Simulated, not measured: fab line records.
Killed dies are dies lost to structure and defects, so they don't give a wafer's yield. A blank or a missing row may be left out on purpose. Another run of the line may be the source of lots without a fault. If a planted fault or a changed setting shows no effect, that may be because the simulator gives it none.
fab line records -- flow n5-finfet
record: lots: 7, wafers: 39
route steps=1938 shown WELL_APT@26 FIN_SAQP@100 SDB@373 HKMG_FIN@421 BEOL_M0_SAQP@636 BEOL_M1@820 BEOL_M3@981 BEOL_M6@1254 BEOL_M7@1302 BEOL_M10@1512 BEOL_M13@1659 BEOL_M15@1773 PASSIVATION@1908
start-h: hours from the record's opening day to when the first of the lot's shown wafers began -- wait-h: how many hours have passed since the lot's step before this one -- " identical to the entry in the row above -- L1.1+2: several wafers, shown together as one row -- - either no value or no given start -- * or withheld: withheld -- < > ~ a bound
route shown NAME@n: NAME is a module with steps in the file, n the number in the route of the first one -- usual: the fault-free wafers' mean and standard deviation -- same: alike in all rows -- chamber/n: place in a boat -- sites: the reading at each site -- _std_site: their standard deviation -- _edge_site: mean of outer sites minus mean of inner sites -- radius-mm: for every site, how far away it sits from the centre of the wafer -- mask NAME#n: copy n -- behind: tool/chamber where the wafer was last shaped -- hold: reason for holding the lot/hours on hold/outcome of the hold -- device: names the non-switching transistor (n, p or np) -- end of line: tests of these same wafers at the route's end -- where a step has no rows: the recipe by itself -- killed: dies lost to structure and defects at the first sort, not the wafer's yield -- map: the dies of a wafer, with x for killed, . for not killed, _ for no die there
set.NAME: the setting as run; set.NAME@STEP: as run at that earlier step -- model.NAME: the simulator's own value behind a step, which no gauge read
one table per step and one row per wafer, for lots whose settings were changed on purpose
== steps ==
step: N5_WELL_APT_DEVELOP_07
recipe: develop-time-s: 45, rinse-liquid: surfactant-rinse, dry: air-spin, dev-temp-c: 21
step: N5_FIN_SAQP_PECVD_06
recipe: material: a-Si, target-thk-a: 600, temp-c: 400, precursor: SiH4/He, pressure-torr: 3, rf-w: 100, time-s: 48.1
step: N5_SDB_ALD_29
recipe: material: SiNx, target-thk-a: 300, temp-c: 400, ald-precursor-family: SiH2I2, ald-co-reactant: N2/H2-plasma, pulse-time-s: 1, ald-cycles: 600, purge-time-s: 2, co-reactant-purge-time-s: 2, pressure-torr: 2
step: N5_HKMG_FIN_PWFM_ALD_03
recipe: material: TiN, target-thk-a: 20, temp-c: 400, ald-precursor-family: TiCl4, ald-co-reactant: NH3, pulse-time-s: 1, purge-time-s: 3, co-reactant-purge-time-s: 2, co-reactant-pulse-time-s: 2, ald-cycles: 91, pressure-torr: 3
step: N5_BEOL_M0_SAQP_PECVD_96
recipe: material: a-Si, target-thk-a: 450, temp-c: 350, precursor: SiH4/He, pressure-torr: 3, rf-w: 100, time-s: 45.2
step: N5_BEOL_M1_SPUTTER_86
recipe: material: Cu, target-thk-a: 45, temp-c: -20, chamber-pressure-pa: 0.07, power-w: withheld, time-s: 8.29
step: N5_BEOL_M3_ETCH_41
recipe: chemistry: CH3F/O2, target: SiCN, target-depth-a: 299, taper-deg: 2, time-s: 52.5, ion-energy-ev: 120, mask-material: TiN, pressure-mtorr: 30, source-w: 395, bias-w: 75, Ar_flow_sccm: 150, CH3F_flow_sccm: 30, O2_flow_sccm: 20
step: N5_BEOL_M3_SPUTTER_94
step: N5_BEOL_M6_SPUTTER_48
recipe: material: Cu, target-thk-a: 100, temp-c: -20, bias-v: 60, power-w: 26000, chamber-pressure-pa: 0.13, time-s: 1.667
step: N5_BEOL_M7_ETCH_66
recipe: chemistry: N2/H2, target: SOC, target-depth-a: 800, overetch-a: 160, mask-material: SiARC, temp-c: 40, time-s: 120, ion-energy-ev: 200, pressure-mtorr: 30, source-w: 840, bias-w: 150, n2-flow-sccm: 200, h2-flow-sccm: 200
step: N5_BEOL_M10_TRENCH_ETCH_37
recipe: chemistry: C4F6/O2, target-depth-a: 1488.3, target: SiCOH_lowk, time-s: 48, ion-energy-ev: 250, pressure-mtorr: 30, source-w: 345, bias-w: 185, Ar_flow_sccm: 300, C4F6_flow_sccm: 10, O2_flow_sccm: 10
step: N5_BEOL_M13_ILD_DEP_00
recipe: material: SiOC, target-thk-a: 8379.2, temp-c: 350, precursor: DEMS/O2, pressure-torr: 5, rf-w: 500, time-s: 166.4
step: N5_BEOL_M15_ILD_DEP_00
recipe: material: SiO2, target-thk-a: 16293, temp-c: 400, precursor: TEOS/O2, pressure-torr: 6.5, rf-w: 900, teos-flow-sccm: 161.4, gas: O2, flow-sccm: 2650, time-s: 346.1
step: N5_PASSIVATION_DESCUM_32
recipe: chemistry: O2, time-s: 7.9, source-power-w: 50, bias-power-w: 20, pressure-mtorr: 20, rf-frequency-hz: 2.712e+07, temp-c: 40, o2-flow-sccm: 225
step: N5_PASSIVATION_PROBE_49
usual: defect-limited-yield: 91.0/1.4, killed_at_M4_up: 15/5, killed-dies: 106/16, sort_bin_4_leakage: 0/0, sort-n-pass: 1073/17
lot.wafer,tool,chamber,start-h,wait-h,set.develop-time-s@WELL_APT_DEVELOP_07,set.time-s@FIN_SAQP_PECVD_06,set.ald-cycles@SDB_ALD_29,set.ald-cycles@HKMG_FIN_PWFM_ALD_03,set.time-s@BEOL_M0_SAQP_PECVD_96,set.time-s@BEOL_M1_SPUTTER_86,set.target-depth-a@BEOL_M3_ETCH_41,set.target-thk-a@BEOL_M3_SPUTTER_94,set.target-thk-a@BEOL_M6_SPUTTER_48,set.time-s@BEOL_M7_ETCH_66,set.time-s@BEOL_M10_TRENCH_ETCH_37,set.time-s@BEOL_M13_ILD_DEP_00,set.time-s@BEOL_M15_ILD_DEP_00,set.time-s@PASSIVATION_DESCUM_32,defect-limited-yield[%],killed_at_M4_up,killed-dies,sort_bin_4_leakage[%],sort-n-pass
L077.1,prober-01,-,335.47,0.0,45,48.1,600,91,45.2,8.29,451.5,28.72,142.4,120,48,166.4,346.1,7.9,89.2,24,127,0,1053
L077.2,prober-01,-,335.52,0.1,45,48.1,395,91,70.36,5.577,451.5,28.72,100,120,23.42,265.6,346.1,7.9,58.8,406,486,0,694
L077.3,prober-01,-,335.57,0.1,57.35,48.1,395,91,70.36,8.29,299,45,142.4,120,23.42,166.4,346.1,7.9,53.3,457,551,0,629
L077.4,prober-01,-,335.62,0.2,45,65.39,395,91,45.2,8.29,451.5,45,100,120,23.42,166.4,346.1,7.9,0,1087,1180,0,0
L077.5,prober-01,-,335.67,0.2,57.35,65.39,600,91,45.2,5.577,299,45,100,120,48,265.6,346.1,7.9,89.2,12,128,0,1052
L077.6,prober-01,-,335.72,0.3,57.35,65.39,600,91,70.36,5.577,299,28.72,142.4,120,48,265.6,346.1,7.9,88.8,11,132,0,1048
L082.1,prober-01,-,355.54,0.0,45,70.45,600,107,45.2,11.81,299,61.96,100,120,48,82.95,141.6,5.559,0,669,1180,0,0
L082.2,prober-01,-,355.59,0.1,45,48.1,390,91,45.2,8.29,410.3,45,100,182.8,34.58,166.4,346.1,7.9,91.5,17,100,0,1080
L082.3,prober-01,-,355.64,0.1,70.37,48.1,600,91,45.2,11.81,410.3,61.96,153.2,182.8,48,166.4,346.1,5.559,91.9,12,95,0,1085
L082.4,prober-01,-,355.69,0.2,70.37,70.45,600,107,45.2,8.29,410.3,45,153.2,120,48,166.4,141.6,7.9,0,901,1180,0,0
L082.5,prober-01,-,355.74,0.2,45,70.45,390,91,45.2,8.29,299,61.96,100,182.8,34.58,82.95,141.6,5.559,0,928,1180,0,0
L082.6,prober-01,-,355.79,0.3,70.37,48.1,390,107,45.2,11.81,299,45,153.2,120,34.58,82.95,346.1,7.9,64.3,353,421,0,759
L084.1,prober-02,-,364.42,0.0,55.93,36.9,600,91,45.2,8.29,299,36.65,153.7,120,48,140,158.8,7.9,0,1094,1180,0,0
L084.2,prober-02,-,364.47,0.1,55.93,36.9,327,91,23.67,8.29,299,36.65,100,120,48,140,346.1,7.9,90.3,9,115,0,1065
L084.3,prober-02,-,364.52,0.1,55.93,48.1,600,91,23.67,8.29,299,45,153.7,120,48,166.4,346.1,7.9,91.9,11,96,0,1084
L084.4,prober-02,-,364.57,0.2,45,48.1,327,91,45.2,8.29,299,45,100,120,24.97,166.4,346.1,7.9,68.3,301,374,0,806
L084.5,prober-02,-,364.62,0.2,45,48.1,327,91,45.2,8.29,299,36.65,153.7,120,24.97,166.4,158.8,7.9,0,1111,1180,0,0
L084.6,prober-02,-,364.67,0.3,45,36.9,600,91,23.67,8.29,299,45,100,120,24.97,140,158.8,7.9,0,1088,1180,0,0
L085.1,prober-02,-,376.77,0.0,45,48.1,893,138,45.2,8.29,299,45,100,120,35.54,166.4,346.1,9.566,92.2,12,92,29.75,737
L085.2,prober-02,-,376.82,0.1,45,69.82,600,138,45.2,8.29,155.5,45,100,86.67,48,166.4,346.1,7.9,82.8,6,203,45.00,446
L085.3,prober-02,-,376.87,0.1,45,48.1,893,91,45.2,8.29,155.5,45,100,120,35.54,166.4,346.1,7.9,93.6,12,76,0,1104
L085.4,prober-02,-,376.92,0.2,45,48.1,600,91,18.4,8.29,299,45,100,86.67,48,166.4,346.1,9.566,91.4,12,102,0,1077
L085.5,prober-02,-,376.97,0.2,45,69.82,893,138,18.4,8.29,155.5,45,100,86.67,35.54,166.4,346.1,9.566,50.2,24,588,35.25,176
L085.6,prober-02,-,377.02,0.3,45,69.82,600,91,18.4,8.29,299,45,100,120,48,166.4,346.1,7.9,36.4,14,750,0,430
L086.1,prober-02,-,391.63,0.0,27.81,48.1,600,133,45.2,8.29,299,45,100,120,67,166.4,346.1,7.9,91.1,19,105,12.03,933
L086.2,prober-02,-,391.68,0.1,27.81,48.1,731,133,45.2,8.29,299,45,100,86.93,67,259.7,346.1,11.76,90.6,24,111,11.61,932
L086.3,prober-02,-,391.73,0.1,27.81,48.1,600,91,60.91,8.29,299,45,100,120,48,166.4,346.1,11.76,90.5,24,112,0,1068
L086.4,prober-02,-,391.78,0.2,45,48.1,600,133,60.91,8.29,299,45,100,86.93,48,166.4,346.1,7.9,91.4,17,102,42.20,580
L086.5,prober-02,-,391.83,0.2,45,48.1,731,91,60.91,8.29,299,45,100,86.93,67,259.7,346.1,7.9,90.6,13,111,0,1069
L086.6,prober-02,-,391.88,0.3,45,48.1,731,91,45.2,8.29,299,45,100,120,48,259.7,346.1,11.76,90.8,17,109,0,1071
L092.1,prober-01,-,412.87,0.0,45,48.1,600,76,58.15,5.574,469,66.78,100,120,36.49,166.4,346.1,3.698,89.7,4,122,0,967
L092.2,prober-01,-,412.92,0.1,52.51,66.28,600,76,45.2,5.574,469,45,100,84.84,48,166.4,346.1,3.698,91.9,11,95,0,1075
L092.3,prober-01,-,412.97,0.1,45,48.1,600,91,45.2,8.29,469,66.78,123.9,120,48,166.4,346.1,3.698,86.8,14,156,0,1024
L092.4,prober-01,-,413.02,0.2,52.51,66.28,600,91,45.2,8.29,299,66.78,100,84.84,48,166.4,346.1,7.9,88.1,14,140,0,1040
L092.5,prober-01,-,413.07,0.2,45,66.28,600,91,58.15,5.574,299,45,123.9,84.84,36.49,166.4,346.1,7.9,90.8,24,109,0,1071
L092.6,prober-01,-,413.12,0.3,52.51,48.1,600,76,58.15,8.29,299,45,123.9,120,36.49,166.4,346.1,7.9,91.2,7,104,0,1027
L096.1,prober-01,-,442.42,0.0,45,48.1,600,91,45.2,8.29,299,45,100,120,48,166.4,346.1,7.9,91.7,21,98,0,1082
L096.2,prober-01,-,442.47,0.1,45,48.1,600,91,45.2,8.29,299,45,100,120,48,166.4,346.1,7.9,93.9,14,72,0,1108
L096.4,prober-01,-,442.57,0.2,45,48.1,600,91,45.2,8.29,299,45,100,120,48,166.4,346.1,7.9,91.2,12,104,0,1076
killed by level:class
L077.1 BEOL_M0_SAQP:geometric-particle:open=18 BEOL_M0_SAQP:geometric-particle:short=16 BEOL_M4:geometric-particle:open=14 FIN_SAQP:geometric-particle:short=11 BEOL_M3:geometric-particle:open=7 BEOL_M2:geometric-particle:open=6 FIN_SAQP:geometric-particle:open=5 MOL_CONTACT_COAG:geometric-particle:open=5
L077.2 BEOL_M10:area-ecd=392 BEOL_M0_SAQP:geometric-particle:open=8 FIN_SAQP:geometric-particle:open=8 STI_FIN_REVEAL:geometric-particle:open=8 MOL_CONTACT_COAG:geometric-particle:open=8 FIN_SAQP:geometric-particle:short=7 BEOL_M2:geometric-particle:open=7 BEOL_M0_SAQP:geometric-particle:short=5
L077.3 BEOL_M10:area-ecd=451 FIN_SAQP:geometric-particle:short=19 BEOL_M3:geometric-particle:open=9 MOL_CONTACT_COAG:geometric-particle:open=8 FIN_SAQP:geometric-particle:open=7 BEOL_M0_SAQP:geometric-particle:open=7 BEOL_M0_SAQP:geometric-particle:short=7 STI_FIN_REVEAL:geometric-particle:open=6
L077.4 BEOL_M10:area-etch=1077 FIN_SAQP:geometric-particle:short=10 MOL_CONTACT_COAG:geometric-particle:open=9 FIN_SAQP:geometric-particle:open=8 BEOL_M0_SAQP:geometric-particle:open=7 BEOL_M3:geometric-particle:open=7 MOL_CONTACT_COAG:geometric-particle:short=6 STI_FIN_REVEAL:geometric-particle:open=5
L077.5 FIN_SAQP:geometric-particle:short=19 MOL_CONTACT_COAG:geometric-particle:open=15 STI_FIN_REVEAL:geometric-particle:open=11 BEOL_M3:geometric-particle:open=10 BEOL_M0_SAQP:geometric-particle:short=9 FIN_SAQP:geometric-particle:open=6 BEOL_M4:geometric-particle:open=6 BEOL_M0_SAQP:geometric-particle:open=5
L077.6 FIN_SAQP:geometric-particle:short=30 BEOL_M0_SAQP:geometric-particle:short=14 STI_FIN_REVEAL:geometric-particle:open=9 BEOL_M0_SAQP:geometric-particle:open=8 BEOL_M2:geometric-particle:open=8 HKMG_FIN:area-etch=8 FIN_SAQP:geometric-particle:open=7 MOL_CONTACT_COAG:geometric-particle:open=7
L082.1 BEOL_M15:area-dep=547 FIN_SAQP:area-etch=428 BEOL_M13:area-dep=113 MOL_CONTACT_COAG:geometric-particle:open=14 BEOL_M1:geometric-particle:open=7 BEOL_M2:geometric-particle:open=7 FIN_SAQP:geometric-particle:open=5 ILD0:geometric-particle:short=5
L082.2 FIN_SAQP:geometric-particle:short=11 MOL_CONTACT_COAG:geometric-particle:open=11 STI_FIN_REVEAL:geometric-particle:open=9 BEOL_M1:geometric-particle:open=7 BEOL_M0_SAQP:geometric-particle:open=5 BEOL_M2:geometric-particle:open=5 DUMMY_GATE:geometric-particle:open=4 MOL_CONTACT_COAG:geometric-particle:short=4
L082.3 MOL_CONTACT_COAG:geometric-particle:open=9 BEOL_M2:geometric-particle:open=9 BEOL_M0_SAQP:geometric-particle:short=8 DUMMY_GATE:geometric-particle:open=7 FIN_SAQP:geometric-particle:open=6 BEOL_M0_SAQP:geometric-particle:open=5 BEOL_M1:geometric-particle:open=5 BEOL_M2:geometric-particle:short=5
L082.4 BEOL_M15:area-dep=888 FIN_SAQP:area-etch=172 MOL_CONTACT_COAG:geometric-particle:open=16 STI_FIN_REVEAL:geometric-particle:open=11 BEOL_M0_SAQP:geometric-particle:short=10 BEOL_M2:geometric-particle:open=10 FIN_SAQP:geometric-particle:open=8 BEOL_M1:geometric-particle:open=8
L082.5 BEOL_M15:area-dep=772 FIN_SAQP:area-etch=178 BEOL_M13:area-dep=148 MOL_CONTACT_COAG:geometric-particle:open=19 FIN_SAQP:geometric-particle:short=8 BEOL_M1:geometric-particle:open=6 BEOL_M0_SAQP:geometric-particle:short=5 MOL_CONTACT_COAG:geometric-particle:short=4
L082.6 BEOL_M13:area-dep=334 MOL_CONTACT_COAG:geometric-particle:open=11 FIN_SAQP:geometric-particle:short=10 FIN_SAQP:geometric-particle:open=9 BEOL_M10:area-ecd=7 BEOL_M0_SAQP:geometric-particle:short=6 BEOL_M0_SAQP:geometric-particle:open=6 STI_FIN_REVEAL:geometric-particle:open=4
L084.1 BEOL_M15:area-dep=1081 BEOL_M2:geometric-particle:open=32 FIN_SAQP:geometric-particle:short=6 STI_FIN_REVEAL:geometric-particle:open=6 MOL_CONTACT_COAG:geometric-particle:open=5 BEOL_M4:geometric-particle:open=5 BEOL_M0_SAQP:geometric-particle:short=4 BEOL_M1:geometric-particle:open=4
L084.2 MOL_CONTACT_COAG:geometric-particle:open=17 BEOL_M0_SAQP:geometric-particle:short=14 BEOL_M3:geometric-particle:open=13 BEOL_M2:geometric-particle:open=8 BEOL_M0_SAQP:geometric-particle:open=6 BEOL_M1:geometric-particle:open=6 STARTING-WAFER:geometric-particle:open=6 FIN_SAQP:geometric-particle:open=4
L084.3 BEOL_M0_SAQP:geometric-particle:short=15 BEOL_M2:geometric-particle:open=10 MOL_CONTACT_COAG:geometric-particle:open=9 BEOL_M0_SAQP:geometric-particle:open=9 BEOL_M1:geometric-particle:open=8 BEOL_M3:geometric-particle:open=5 ILD0:geometric-particle:short=3 BEOL_M1:geometric-particle:short=3
L084.4 BEOL_M10:area-ecd=294 MOL_CONTACT_COAG:geometric-particle:open=10 BEOL_M2:geometric-particle:open=9 BEOL_M0_SAQP:geometric-particle:open=7 FIN_SAQP:geometric-particle:short=6 BEOL_M0_SAQP:geometric-particle:short=6 BEOL_M1:geometric-particle:open=5 FIN_SAQP:geometric-particle:open=4
L084.5 BEOL_M10:area-etch=1089 MOL_CONTACT_COAG:geometric-particle:open=9 STI_FIN_REVEAL:geometric-particle:open=7 BEOL_M0_SAQP:geometric-particle:short=7 BEOL_M1:geometric-particle:open=7 BEOL_M4:geometric-particle:open=7 BEOL_M0_SAQP:geometric-particle:open=5 BEOL_M2:geometric-particle:open=5
L084.6 BEOL_M15:area-dep=850 BEOL_M10:area-ecd=223 MOL_CONTACT_COAG:geometric-particle:open=15 BEOL_M1:geometric-particle:open=9 BEOL_M2:geometric-particle:open=9 BEOL_M4:geometric-particle:open=9 STI_FIN_REVEAL:geometric-particle:open=8 FIN_SAQP:geometric-particle:short=7
L085.1 STI_FIN_REVEAL:geometric-particle:open=12 BEOL_M0_SAQP:geometric-particle:open=11 MOL_CONTACT_COAG:geometric-particle:open=8 STARTING-WAFER:geometric-particle:open=5 FIN_SAQP:geometric-particle:open=4 STI_FIN_REVEAL:geometric-particle:short=4 GATE_CUT:geometric-particle:short=4 BEOL_M3:geometric-particle:open=4
L085.2 FIN_SAQP:area-etch=129 BEOL_M0_SAQP:geometric-particle:open=13 MOL_CONTACT_COAG:geometric-particle:open=11 BEOL_M0_SAQP:geometric-particle:short=8 DUMMY_GATE:geometric-particle:open=5 GATE_CUT:geometric-particle:short=4 BEOL_M4:geometric-particle:open=4 STI_FIN_REVEAL:geometric-particle:open=3
L085.3 MOL_CONTACT_COAG:geometric-particle:open=10 BEOL_M0_SAQP:geometric-particle:short=7 FIN_SAQP:geometric-particle:short=5 DUMMY_GATE:geometric-particle:open=4 BEOL_M0_SAQP:geometric-particle:open=4 BEOL_M2:geometric-particle:open=4 BEOL_M3:geometric-particle:open=4 DUMMY_GATE:geometric-particle:short=3
L085.4 BEOL_M0_SAQP:geometric-particle:short=15 BEOL_M0_SAQP:geometric-particle:open=15 STI_FIN_REVEAL:geometric-particle:open=6 DUMMY_GATE:geometric-particle:open=6 MOL_CONTACT_COAG:geometric-particle:open=5 BEOL_M3:geometric-particle:open=5 GATE_CUT:geometric-particle:short=4 GATE_CUT:geometric-particle:open=4
L085.5 FIN_SAQP:area-etch=469 BEOL_M0_SAQP:geometric-particle:open=14 MOL_CONTACT_COAG:geometric-particle:open=13 BEOL_M0_SAQP:geometric-particle:short=12 BEOL_M5:geometric-particle:open=10 GATE_CUT:geometric-particle:short=8 BEOL_M3:geometric-particle:open=7 BEOL_M5:geometric-particle:short=6
L085.6 FIN_SAQP:area-etch=648 BEOL_M0_SAQP:geometric-particle:short=15 BEOL_M3:geometric-particle:open=15 BEOL_M0_SAQP:geometric-particle:open=12 GATE_CUT:geometric-particle:short=9 STI_FIN_REVEAL:geometric-particle:open=6 FIN_SAQP:geometric-particle:open=4 BEOL_M2:geometric-particle:open=4
L086.1 BEOL_M0_SAQP:geometric-particle:short=13 BEOL_M1:geometric-particle:open=12 BEOL_M0_SAQP:geometric-particle:open=10 GATE_CUT:geometric-particle:short=6 DUMMY_GATE:geometric-particle:open=5 BEOL_M4:geometric-particle:open=5 GATE_CUT:geometric-particle:open=4 MOL_CONTACT_COAG:geometric-particle:open=4
L086.2 BEOL_M1:geometric-particle:open=13 BEOL_M0_SAQP:geometric-particle:open=10 BEOL_M0_SAQP:geometric-particle:short=9 BEOL_M4:geometric-particle:open=6 MOL_CONTACT_COAG:geometric-particle:open=6 BEOL_M2:geometric-particle:open=6 FIN_SAQP:geometric-particle:open=4 STI_FIN_REVEAL:geometric-particle:open=4
L086.3 BEOL_M0_SAQP:geometric-particle:open=12 BEOL_M1:geometric-particle:open=11 MOL_CONTACT_COAG:geometric-particle:open=10 DUMMY_GATE:geometric-particle:open=8 GATE_CUT:geometric-particle:short=6 BEOL_M0_SAQP:geometric-particle:short=5 BEOL_M4:geometric-particle:open=5 STARTING-WAFER:geometric-particle:open=5
L086.4 BEOL_M0_SAQP:geometric-particle:short=13 BEOL_M0_SAQP:geometric-particle:open=13 BEOL_M1:geometric-particle:open=6 HKMG_FIN:area-etch=6 GATE_CUT:geometric-particle:short=5 BEOL_M1:geometric-particle:short=5 MOL_CONTACT_COAG:geometric-particle:open=4 BEOL_M3:geometric-particle:open=4
L086.5 BEOL_M0_SAQP:geometric-particle:open=15 BEOL_M0_SAQP:geometric-particle:short=14 BEOL_M1:geometric-particle:open=14 STI_FIN_REVEAL:geometric-particle:open=12 BEOL_M1:geometric-particle:short=7 BEOL_M3:geometric-particle:open=5 GATE_CUT:geometric-particle:open=4 BEOL_M2:geometric-particle:open=4
L086.6 STI_FIN_REVEAL:geometric-particle:open=14 BEOL_M0_SAQP:geometric-particle:open=12 MOL_CONTACT_COAG:geometric-particle:open=10 BEOL_M2:geometric-particle:open=8 BEOL_M0_SAQP:geometric-particle:short=6 BEOL_M4:geometric-particle:open=6 HKMG_FIN:area-etch=6 BEOL_M3:geometric-particle:open=5
L092.1 FIN_SAQP:geometric-particle:open=17 MOL_CONTACT_COAG:geometric-particle:open=13 BEOL_M0_SAQP:geometric-particle:short=13 BEOL_M3:geometric-particle:open=10 BEOL_M0_SAQP:geometric-particle:open=9 FIN_SAQP:geometric-particle:short=8 STI_FIN_REVEAL:geometric-particle:open=5 BEOL_M1:geometric-particle:open=5
L092.2 FIN_SAQP:geometric-particle:open=8 MOL_CONTACT_COAG:geometric-particle:open=8 BEOL_M0_SAQP:geometric-particle:short=7 BEOL_M2:geometric-particle:open=7 FIN_SAQP:geometric-particle:short=5 DUMMY_GATE:geometric-particle:open=5 BEOL_M0_SAQP:geometric-particle:open=5 STARTING-WAFER:geometric-particle:open=4
L092.3 BEOL_M0_SAQP:geometric-particle:open=19 FIN_SAQP:geometric-particle:open=16 FIN_SAQP:geometric-particle:short=14 BEOL_M0_SAQP:geometric-particle:short=14 BEOL_M1:geometric-particle:open=14 GATE_CUT:geometric-particle:short=6 MOL_CONTACT_COAG:geometric-particle:open=6 BEOL_M2:geometric-particle:open=6
L092.4 FIN_SAQP:geometric-particle:open=18 BEOL_M0_SAQP:geometric-particle:short=15 BEOL_M0_SAQP:geometric-particle:open=15 FIN_SAQP:geometric-particle:short=13 BEOL_M2:geometric-particle:open=11 MOL_CONTACT_COAG:geometric-particle:open=10 BEOL_M1:geometric-particle:open=9 STI_FIN_REVEAL:geometric-particle:open=6
L092.5 BEOL_M0_SAQP:geometric-particle:open=13 BEOL_M0_SAQP:geometric-particle:short=13 MOL_CONTACT_COAG:geometric-particle:open=9 BEOL_M4:geometric-particle:open=8 FIN_SAQP:geometric-particle:short=6 BEOL_M1:geometric-particle:open=6 FIN_SAQP:geometric-particle:open=5 BEOL_M6:geometric-particle:open=5
L092.6 FIN_SAQP:geometric-particle:short=12 FIN_SAQP:geometric-particle:open=12 MOL_CONTACT_COAG:geometric-particle:open=11 BEOL_M0_SAQP:geometric-particle:open=10 DUMMY_GATE:geometric-particle:open=7 BEOL_M3:geometric-particle:open=6 GATE_CUT:geometric-particle:open=5 STI_FIN_REVEAL:geometric-particle:open=4
L096.1 MOL_CONTACT_COAG:geometric-particle:open=27 BEOL_M4:geometric-particle:open=9 FIN_SAQP:geometric-particle:open=7 STI_FIN_REVEAL:geometric-particle:open=6 BEOL_M4:geometric-particle:short=5 DUMMY_GATE:geometric-particle:open=3 MOL_CONTACT_COAG:geometric-particle:short=3 BEOL_M0:geometric-particle:open=3
L096.2 BEOL_M3:geometric-particle:open=12 MOL_CONTACT_COAG:geometric-particle:open=7 FIN_SAQP:geometric-particle:open=6 STARTING-WAFER:geometric-particle:short=6 BEOL_M4:geometric-particle:open=5 STI_FIN_REVEAL:geometric-particle:open=4 BEOL_M3:geometric-particle:short=4 MOL_CONTACT_COAG:geometric-particle:short=3
L096.4 BEOL_M0_SAQP:geometric-particle:open=12 BEOL_M0_SAQP:geometric-particle:short=10 FIN_SAQP:geometric-particle:short=8 FIN_SAQP:geometric-particle:open=8 MOL_CONTACT_COAG:geometric-particle:open=8 BEOL_M3:geometric-particle:open=7 STI_FIN_REVEAL:geometric-particle:open=6 BEOL_M4:geometric-particle:open=6
== key ==
split: step: N5_WELL_APT_DEVELOP_07, setting: develop-time-s, stated-as: 45
response none clear
split: step: N5_FIN_SAQP_PECVD_06, setting: time-s, stated-as: 48.1
response none clear
split: step: N5_SDB_ALD_29, setting: ald-cycles, stated-as: 600
response none clear
split: step: N5_HKMG_FIN_PWFM_ALD_03, setting: ald-cycles, stated-as: 91
response: step: N5_PASSIVATION_PROBE_49, reading: sort_bin_4_leakage, slope: +0.58, per: 1%, together-with: all, explained: 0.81
split: step: N5_BEOL_M0_SAQP_PECVD_96, setting: time-s, stated-as: 45.2
response none clear
split: step: N5_BEOL_M1_SPUTTER_86, setting: time-s, stated-as: 8.29
response none clear
split: step: N5_BEOL_M3_ETCH_41, setting: target-depth-a, stated-as: 299
response none clear
split: step: N5_BEOL_M3_SPUTTER_94, setting: target-thk-a, stated-as: 45
response none clear
split: step: N5_BEOL_M6_SPUTTER_48, setting: target-thk-a, stated-as: 100
response none clear
split: step: N5_BEOL_M7_ETCH_66, setting: time-s, stated-as: 120
response none clear
split: step: N5_BEOL_M10_TRENCH_ETCH_37, setting: time-s, stated-as: 48
response none clear
split: step: N5_BEOL_M13_ILD_DEP_00, setting: time-s, stated-as: 166.4
response none clear
split: step: N5_BEOL_M15_ILD_DEP_00, setting: time-s, stated-as: 346.1
response: step: N5_PASSIVATION_PROBE_49, reading: sort-n-pass, slope: +16.9, per: 1%, together-with: all, explained: 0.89
response: step: N5_PASSIVATION_PROBE_49, reading: defect-limited-yield, slope: +1.45, per: 1%, together-with: all, explained: 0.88
response: step: N5_PASSIVATION_PROBE_49, reading: killed-dies, slope: -17.1, per: 1%, together-with: all, explained: 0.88
response: step: N5_PASSIVATION_PROBE_49, reading: killed_at_M4_up, slope: -15.6, per: 1%, together-with: all, explained: 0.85
split: step: N5_PASSIVATION_DESCUM_32, setting: time-s, stated-as: 7.9
response none clear
